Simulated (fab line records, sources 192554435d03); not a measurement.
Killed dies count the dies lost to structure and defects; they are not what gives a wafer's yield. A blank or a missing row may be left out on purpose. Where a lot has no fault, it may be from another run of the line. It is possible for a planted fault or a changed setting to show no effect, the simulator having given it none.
Matching of chambers ; flow n5 finfet ; 4 sister chambers for N5_MOL_CONTACT_COAG_ETCH_124 on rie diel-01
The step etches SiNx in CH3F/O2, stops on SiOC, target depth 6.5 nm. 7 wafers are shown with their chamber, then 8 later ones without.

== EACH WAFER AND ITS CHAMBER ==
wafer;chamber;drypump motor current A (A);showerhead plenum p Torr (Torr)
L076.5;2;5.6;1.95
L086.4;2;5.6;1.94
L087.6;3;6.2;1.94
L092.2;1;5.3;1.96
L092.3;0;5.2;2.09
L092.5;0;5.2;2.09
L095.1;3;6.1;1.94

== WAFERS MISSING THEIR CHAMBER ==
wafer;drypump motor current A (A);showerhead plenum p Torr (Torr)
L095.2;5.2;2.09
L095.3;5.6;1.94
L096.3;6.1;1.94
L096.5;5.2;2.09
L096.6;6.1;1.94
L097.1;5.5;1.93
L097.3;5.2;2.09
L097.4;5.5;1.93

== CHAMBER TAKEN BY EACH ==
wafer;from the rows above;in truth
L095.2;0;0
L095.3;2;2
L096.3;3;3
L096.5;0;0
L096.6;3;3
L097.1;2;2
L097.3;0;0
L097.4;2;2
Correctly placed: 8 of 8. Can't be placed from these rows: 0. 0 placed wrongly.
How it was worked out, from the rows above alone: a wafer's distance from a chamber is the root of the sum, over the readings, of the square of ((its reading less the chamber's mean) divided by the reading's scatter). The wafer belongs to the nearest chamber; if the next one is less than 2 further off, it can't be placed. A chamber's mean is the mean of its shown wafers. How the scatter is found: for the shown wafers, subtract from each reading the mean of its chamber, square and add these, divide the total by (wafers less chambers), then take the root.
